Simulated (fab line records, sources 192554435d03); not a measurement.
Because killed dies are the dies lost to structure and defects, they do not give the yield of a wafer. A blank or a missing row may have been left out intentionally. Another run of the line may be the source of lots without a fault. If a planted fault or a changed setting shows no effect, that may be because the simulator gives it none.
One fault seen from 2 desks || flow n5_finfet || every desk sees just its own numbers, and what lay behind them comes last

== FOR THE TOOL OWNER'S DESK: rie_diel-05 ==
The tool's own readings at N5_HKMG_FIN_ETCH_58 (etches SOC in N2/H2, target depth 215.8 nm, time 741 s): means of the sampled wafers that have a number, for each lot that ran on this tool. If a lot's mean is further than 4 standard deviations from the usual mean, the lot is out of limits and carries the mark OUT (the distance appears in the brackets).
Columns: A = drypump_motor_current_A at N5_HKMG_FIN_ETCH_58, usual 5.8 A; B = oes_product_au at N5_HKMG_FIN_ETCH_58, usual 0.73 a.u.; C = rf_vpp_V at N5_HKMG_FIN_ETCH_58, usual 99.0 V; D = run_length_s at N5_HKMG_FIN_ETCH_58, usual 764.4 s; E = showerhead_plenum_p_Torr at N5_HKMG_FIN_ETCH_58, usual 2.54 Torr; F = throttle_valve_pct at N5_HKMG_FIN_ETCH_58, usual 17.90 %
{"lot": "L175", "first seen here": "day 4 03:32", "A": 5.9, "B": 0.74, "C": 99.7, "D": 764.2, "E": 2.57, "F": 17.82}
{"lot": "L176", "first seen here": "day 4 07:36", "A": 6.1, "B": 0.72, "C": 98.8, "D": 764.4, "E": 2.50, "F": 17.96}
{"lot": "L182", "first seen here": "day 5 19:11", "A": 6.1, "B": 0.71, "C": 99.3, "D": 764.6, "E": 2.50, "F": 17.97}
{"lot": "L189", "first seen here": "day 7 16:45", "A": 6.0, "B": 0.68, "C": 98.0, "D": "612.0 (-99 or more) OUT", "E": 2.46, "F": 18.11}
{"lot": "L192", "first seen here": "day 8 10:25", "A": 6.0, "B": 0.70, "C": 99.1, "D": "611.8 (-99 or more) OUT", "E": 2.52, "F": 17.89}
Finding of this desk: L189, L192 out of limits; the first was L189 at day 7 16:45, on run_length_s at N5_HKMG_FIN_ETCH_58. L175, L176, L182: within limits.

== FROM THE METROLOGY DESK ==
What the gauges read, lot by lot, whatever tool the lot ran on: means of the sampled wafers that have a number. If a lot's mean is further than 4 standard deviations from the usual mean, the lot is out of limits and carries the mark OUT (the distance appears in the brackets). It has 14 readings, of which 7 appear: the earliest out of limits, and the ones furthest out on some lot.
Columns: A = IOFF_N at N5_BEOL_M4_RC_MEAS_101, usual 0.16 nA/um; B = IOFF_N_85C at N5_BEOL_M4_RC_MEAS_101, usual 3.2 nA/um; C = IOFF_N_LIN at N5_BEOL_M4_RC_MEAS_101, usual 0.074 nA/um; D = IOFF_N_LONG at N5_BEOL_M4_RC_MEAS_101, usual 5.48e-05 nA/um; E = ION_N at N5_BEOL_M4_RC_MEAS_101, usual 672 uA/um; F = VT_N at N5_BEOL_M4_RC_MEAS_101, usual 250 mV; G = VT_N_LONG at N5_BEOL_M4_RC_MEAS_101, usual 275.1 mV
{"lot": "L176", "first seen here": "day 9 10:38", "A": 0.18, "B": 3.5, "C": 0.079, "D": 5.43e-05, "E": 676, "F": 249, "G": 273.4}
{"lot": "L175", "first seen here": "day 9 11:10", "A": 0.16, "B": 3.1, "C": 0.076, "D": 5.45e-05, "E": 670, "F": 248, "G": 275.5}
{"lot": "L181", "first seen here": "day 10 10:27", "A": 0.17, "B": 3.3, "C": 0.076, "D": 5.62e-05, "E": 675, "F": 251, "G": 274.4}
{"lot": "L182", "first seen here": "day 10 21:10", "A": 0.16, "B": 3.1, "C": 0.074, "D": 5.63e-05, "E": 674, "F": 251, "G": 272.4}
{"lot": "L189", "first seen here": "day 12 15:44", "A": "3.06 (+83) OUT", "B": "36.2 (+58) OUT", "C": "1.393 (+99 or more) OUT", "D": "9.29e-04 (+99 or more) OUT", "E": 698, "F": "165 (-24) OUT", "G": "189.9 (-41) OUT"}
{"lot": "L192", "first seen here": "day 13 05:17", "A": "3.89 (+99 or more) OUT", "B": "45.2 (+74) OUT", "C": "1.725 (+99 or more) OUT", "D": "1.02e-03 (+99 or more) OUT", "E": 702, "F": "162 (-25) OUT", "G": "187.1 (-42) OUT"}
{"lot": "L195", "first seen here": "day 14 07:06", "A": 0.17, "B": 3.2, "C": 0.075, "D": 5.35e-05, "E": 666, "F": 253, "G": 278.3}
{"lot": "L197", "first seen here": "day 14 07:49", "A": 0.20, "B": 3.7, "C": 0.089, "D": 5.99e-05, "E": 685, "F": 247, "G": 270.5}
{"lot": "L196", "first seen here": "day 14 14:19", "A": 0.16, "B": 3.0, "C": 0.073, "D": 5.68e-05, "E": 676, "F": 250, "G": 273.6}
This desk's result: L189, L192 out of limits, first on L189 (IOFF_N at N5_BEOL_M4_RC_MEAS_101), day 12 15:44. L176, L175, L181, L182, L195, L197, L196: within limits.

== ALL TOGETHER ==
On L189, L192, at day 7 16:45, an alarm was possible from the tool owner's desk.
On L189, L192, the metrology desk was in a position to raise an alarm at day 12 15:44.
On rie_diel-05, each named lot ran N5_HKMG_FIN_ETCH_58.

== WHAT HAD BEEN PUT IN BY THE SIMULATOR ==
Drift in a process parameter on rie_diel-05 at N5_HKMG_FIN_ETCH_58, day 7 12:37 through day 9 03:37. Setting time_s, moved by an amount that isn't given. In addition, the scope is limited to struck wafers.
Struck lots among those shown: L189, L192.
Delay (hours) between the fault's onset and each desk's first out-of-limits reading: 4 at the tool owner's desk, 123 at the metrology desk.
